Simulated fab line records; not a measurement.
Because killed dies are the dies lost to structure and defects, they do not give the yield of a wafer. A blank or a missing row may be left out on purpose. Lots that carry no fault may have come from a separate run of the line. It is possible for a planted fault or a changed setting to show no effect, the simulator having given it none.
Matching of chambers -- flow nand harc -- NHARC_A_BONDPAD_DESCUM_11 on rie diel-03: 4 sister chambers
The step chemistry O2, time 3 s. 39 wafers are shown with their chamber, then 12 later ones without.

## WAFERS, EACH WITH ITS CHAMBER
wafer,chamber,showerhead plenum p Torr (Torr),drypump motor current A (A),oes product au (a.u.)
L075.1,0,1.94,5.3,1.001
L075.4,2,1.97,6.1,0.997
L075.5,2,1.97,6.1,0.992
L074.1,3,1.86,6.3,0.999
L074.2,1,1.79,5.7,1.005
L074.5,2,1.97,6.1,1.003
L078.1,2,1.97,6.1,0.997
L078.3,3,1.86,6.3,0.990
L078.5,3,1.86,6.3,1.008
L082.1,1,1.78,5.7,1.010
L082.5,3,1.86,6.3,0.992
L082.6,1,1.78,5.7,1.006
L081.2,1,1.78,5.7,1.013
L081.5,3,1.86,6.2,0.997
L081.6,0,1.94,5.4,1.002
L084.1,2,1.97,6.1,0.993
L084.3,0,1.94,5.4,1.014
L084.4,3,1.86,6.3,0.999
L083.1,0,1.94,5.3,1.008
L083.2,1,1.78,5.7,1.003
L083.3,3,1.86,6.2,1.009
L085.4,3,1.86,6.2,0.999
L085.5,3,1.86,6.2,0.996
L085.6,2,1.97,6.1,0.998
L091.1,2,1.97,6.1,0.993
L091.3,3,1.86,6.3,0.997
L091.5,0,1.94,5.3,0.999
L087.1,1,1.78,5.7,0.998
L087.4,2,1.97,6.1,0.988
L087.6,3,1.86,6.2,1.001
L089.1,3,1.86,6.2,0.993
L089.3,2,1.97,6.1,1.004
L089.6,1,1.78,5.7,0.999
L093.1,2,1.97,6.1,1.003
L093.2,1,1.78,5.7,1.001
L093.6,1,1.78,5.7,0.999
L092.2,1,1.78,5.7,1.004
L092.5,3,1.86,6.3,1.005
L092.6,2,1.97,6.1,0.989

SIGNATURES (means of the wafers above)
reading,chamber 0,chamber 1,chamber 2,chamber 3,scatter within a chamber
showerhead plenum p Torr,1.9400,1.7810,1.9700,1.8600,0.0016
drypump motor current A,5.340,5.700,6.100,6.254,0.0356
oes product au,1.00480,1.00380,0.99609,0.99885,0.00557
Rule: for a wafer and a chamber, the distance is found by dividing, reading by reading, the gap between the wafer's reading and the chamber's mean by the reading's scatter, squaring, summing and taking the root. If the next closest chamber is less than 2 further off than the closest, the wafer can't be placed; otherwise it belongs to the closest. The scatter is the square root of a quotient: the sum, over the shown wafers, of each reading's squared deviation from its chamber's mean, divided by wafers minus chambers.

## WAFERS WITH NO CHAMBER GIVEN
wafer,showerhead plenum p Torr (Torr),drypump motor current A (A),oes product au (a.u.)
L095.1,1.78,5.7,1.003
L095.2,1.86,6.3,0.998
L095.4,1.94,5.3,1.000
L096.2,1.97,6.1,0.997
L096.3,1.78,5.7,0.998
L096.4,1.94,5.3,0.997
L094.3,1.86,6.2,1.006
L094.4,1.94,5.3,0.994
L094.6,1.86,6.2,0.997
L097.1,1.97,6.1,1.004
L097.4,1.94,5.3,1.003
L097.5,1.97,6.1,0.996

## EACH ONE'S CHAMBER
wafer,from the rows above,in truth
L095.1,1,1
L095.2,3,3
L095.4,0,0
L096.2,2,2
L096.3,1,1
L096.4,0,0
L094.3,3,3
L094.4,0,0
L094.6,3,3
L097.1,2,2
L097.4,0,0
L097.5,2,2
12 of 12 placed correctly. Can't be placed from these rows: 0. 0 placed wrongly.
